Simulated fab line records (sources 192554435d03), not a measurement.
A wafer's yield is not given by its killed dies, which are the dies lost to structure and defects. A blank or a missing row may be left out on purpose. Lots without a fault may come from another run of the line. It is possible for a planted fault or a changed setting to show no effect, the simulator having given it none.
Which tool is to blame? + flow n5_finfet + 72 wafers from 24 lots sampled at 2 of the route's 1938 steps

== WHAT THE GAUGES SHOWED, per wafer ==
N5_BEOL_M2_INSPECT_30: inspects for defects (brightfield). Usual: 418 for raw_defect_count, sd 96.
| lot  | measured     | on                | raw_defect_count | flag |
|------|--------------|-------------------|------------------|------|
| L074 | day 7 00:24  | defect_inspect-02 | 524 503 335      |      |
| L075 | day 7 08:34  | defect_inspect-02 | 400 563 585      |      |
| L076 | day 7 13:11  | defect_inspect-02 | 403 480 406      |      |
| L078 | day 7 14:12  | defect_inspect-01 | 626 362 465      |      |
| L077 | day 7 23:15  | defect_inspect-02 | 429 369 545      |      |
| L079 | day 7 23:43  | defect_inspect-02 | 659 453 600      |      |
| L080 | day 8 03:13  | defect_inspect-02 | 488 284 384      |      |
| L081 | day 8 15:55  | defect_inspect-01 | 631 357 327      |      |
| L082 | day 9 00:59  | defect_inspect-02 | 305 355 410      |      |
| L083 | day 9 12:08  | defect_inspect-02 | 490 599 559      |      |
| L084 | day 9 12:19  | defect_inspect-01 | 380 432 438      |      |
| L085 | day 9 15:15  | defect_inspect-01 | 389 381 292      |      |
| L086 | day 9 22:22  | defect_inspect-02 | 433 358 402      |      |
| L087 | day 10 06:17 | defect_inspect-01 | 268 283 288      |      |
| L089 | day 10 08:04 | defect_inspect-02 | 260 356 351      |      |
| L088 | day 10 14:10 | defect_inspect-01 | 440 439 514      |      |
| L090 | day 10 22:31 | defect_inspect-01 | 379 394 314      |      |
| L091 | day 11 05:59 | defect_inspect-01 | 340 503 341      |      |
| L092 | day 11 11:21 | defect_inspect-02 | 366 432 465      |      |
| L093 | day 11 14:11 | defect_inspect-01 | 510 301 304      |      |
| L094 | day 12 01:07 | defect_inspect-02 | 181 235 245      |      |
| L095 | day 12 05:59 | defect_inspect-02 | 558 605 501      |      |
| L096 | day 12 09:43 | defect_inspect-02 | 340 289 465      |      |
| L097 | day 12 16:53 | defect_inspect-02 | 362 400 409      |      |

== WHAT TOOL EACH LOT RAN ON (gives the tool, then ch and the chambers of the sampled wafers, and finally the start) ==
| lot  | N5_BEOL_M2_ETCH_63                 |
|------|------------------------------------|
| L074 | rie_diel-04 ch 0,1,2, day 6 23:27  |
| L075 | rie_diel-05 ch 0,2,3, day 7 07:47  |
| L076 | rie_diel-05 ch 0,1, day 7 12:17    |
| L078 | rie_diel-03 ch 2,3, day 7 13:24    |
| L077 | rie_diel-04 ch 0,1,2, day 7 22:18  |
| L079 | rie_diel-03 ch 0,2,3, day 7 22:55  |
| L080 | rie_diel-03 ch 1,2,3, day 8 02:17  |
| L081 | rie_diel-05 ch 2,3, day 8 15:07    |
| L082 | rie_diel-05 ch 0,1,2, day 9 00:11  |
| L083 | rie_diel-04 ch 0,1, day 9 11:21    |
| L084 | rie_diel-03 ch 0,2,3, day 9 11:31  |
| L085 | rie_diel-04 ch 0,3, day 9 14:28    |
| L086 | rie_diel-04 ch 0,1,3, day 9 21:35  |
| L087 | rie_diel-03 ch 1,2, day 10 05:22   |
| L089 | rie_diel-04 ch 0,1,3, day 10 07:12 |
| L088 | rie_diel-03 ch 0,1,2, day 10 13:22 |
| L090 | rie_diel-04 ch 0,2,3, day 10 21:43 |
| L091 | rie_diel-05 ch 1,3, day 11 05:11   |
| L092 | rie_diel-04 ch 1,2, day 11 10:34   |
| L093 | rie_diel-04 ch 1,2,3, day 11 13:23 |
| L094 | rie_diel-03 ch 0,3, day 12 00:14   |
| L095 | rie_diel-04 ch 0,1,3, day 12 05:11 |
| L096 | rie_diel-04 ch 2,3, day 12 08:51   |
| L097 | rie_diel-03 ch 0,3, day 12 16:03   |
- N5_BEOL_M2_ETCH_63: etches SiARC in CF4, target depth 15.6 nm, time 26 s.

== AS READ BY THE TOOLS THEMSELVES (means over the sampled wafers that have a number; for cases with no such wafer, the mark the record gives instead) ==
N5_BEOL_M2_ETCH_63. Usual: drypump_motor_current_A 5.7 A (standard deviation 0.54); etch_rf_on_time_s 25.8 s (standard deviation 0.57); oes_product_au 0.70 a.u. (standard deviation 0.071); rf_fwd_power_W 532.5 W (standard deviation 2); rf_vpp_V 184.1 V (standard deviation 1.5); showerhead_plenum_p_Torr 2.15 Torr (standard deviation 0.094); throttle_valve_pct 15.57 % (standard deviation 0.24).
| lot  | tool        | drypump_motor_current_A (A) | etch_rf_on_time_s (s) | oes_product_au (a.u.) | rf_fwd_power_W (W) | rf_vpp_V (V) | showerhead_plenum_p_Torr (Torr) | throttle_valve_pct (%) | flag |
|------|-------------|-----------------------------|-----------------------|-----------------------|--------------------|--------------|---------------------------------|------------------------|------|
| L074 | rie_diel-04 | 6.1                         | 26.1                  | 0.69                  | 532.7              | 185.2        | 2.21                            | 15.43                  |      |
| L075 | rie_diel-05 | 5.3                         | 25.8                  | 0.68                  | 533.0              | 183.3        | 2.10                            | 15.61                  |      |
| L076 | rie_diel-05 | 5.6                         | 25.8                  | 0.69                  | 531.4              | 183.9        | 2.08                            | 15.66                  |      |
| L078 | rie_diel-03 | 5.0                         | 26.4                  | 0.75                  | 532.2              | 183.1        | 2.06                            | 15.40                  |      |
| L077 | rie_diel-04 | 6.1                         | 26.1                  | 0.68                  | 535.3              | 185.3        | 2.21                            | 15.45                  |      |
| L079 | rie_diel-03 | 5.2                         | 26.1                  | 0.72                  | 531.9              | 182.4        | 2.06                            | 15.52                  |      |
| L080 | rie_diel-03 | 5.5                         | 26.3                  | 0.66                  | 531.8              | 183.1        | 2.10                            | 15.68                  |      |
| L081 | rie_diel-05 | 5.1                         | 25.6                  | 0.70                  | 535.6              | 183.4        | 2.11                            | 15.71                  |      |
| L082 | rie_diel-05 | 5.7                         | 25.7                  | 0.69                  | 533.6              | 183.1        | 2.10                            | 15.68                  |      |
| L083 | rie_diel-04 | 6.2                         | 25.8                  | 0.72                  | 535.3              | 185.6        | 2.25                            | 15.37                  |      |
| L084 | rie_diel-03 | 5.2                         | 25.9                  | 0.71                  | 531.1              | 182.8        | 2.05                            | 15.55                  |      |
| L085 | rie_diel-04 | 6.1                         | 25.5                  | 0.77                  | 530.9              | 186.0        | 2.26                            | 15.53                  |      |
| L086 | rie_diel-04 | 6.2                         | 25.7                  | 0.74                  | 532.2              | 184.9        | 2.26                            | 15.46                  |      |
| L087 | rie_diel-03 | 5.3                         | 26.0                  | 0.70                  | 533.0              | 184.6        | 2.13                            | 15.56                  |      |
| L089 | rie_diel-04 | 6.2                         | 25.5                  | 0.73                  | 532.6              | 185.8        | 2.25                            | 15.47                  |      |
| L088 | rie_diel-03 | 5.5                         | 25.8                  | 0.68                  | 529.5              | 183.6        | 2.12                            | 15.67                  |      |
| L090 | rie_diel-04 | 6.1                         | 25.4                  | 0.77                  | 532.4              | 184.4        | 2.21                            | 15.40                  |      |
| L091 | rie_diel-05 | 5.4                         | 25.7                  | 0.69                  | 532.8              | 183.4        | 2.08                            | 15.79                  |      |
| L092 | rie_diel-04 | 5.9                         | 26.0                  | 0.78                  | 533.2              | 183.7        | 2.15                            | 15.21                  |      |
| L093 | rie_diel-04 | 5.9                         | 25.7                  | 0.77                  | 534.1              | 184.7        | 2.20                            | 15.37                  |      |
| L094 | rie_diel-03 | 5.4                         | 26.1                  | 0.66                  | 530.4              | 182.7        | 2.04                            | 15.70                  |      |
| L095 | rie_diel-04 | 6.2                         | 25.2                  | 0.72                  | 533.5              | 185.8        | 2.25                            | 15.52                  |      |
| L096 | rie_diel-04 | 5.8                         | 25.2                  | 0.79                  | 532.3              | 183.5        | 2.16                            | 15.31                  |      |
| L097 | rie_diel-03 | 5.4                         | 26.2                  | 0.65                  | 530.9              | 182.1        | 2.04                            | 15.71                  |      |

== THE ANSWER, worked out from the rows above alone ==
Rule: a lot is off if the mean of its wafers that have a number lies more than 3 standard deviations from the usual mean. Also off: a lot with no number at a reading for which 4 or more lots have one. All remaining lots with rows at the step are treated as sound. Order of review: gauges by route order, followed by the tools' own readings, for which a lot's mean as printed above is used. At the first step where some lot is off, the reading lying furthest off is the one used; lots without a number count as furthest.
No lot is off on any of the readings shown, so nothing can be concluded from this.

== WHAT THE SIMULATOR HAD INSERTED ==
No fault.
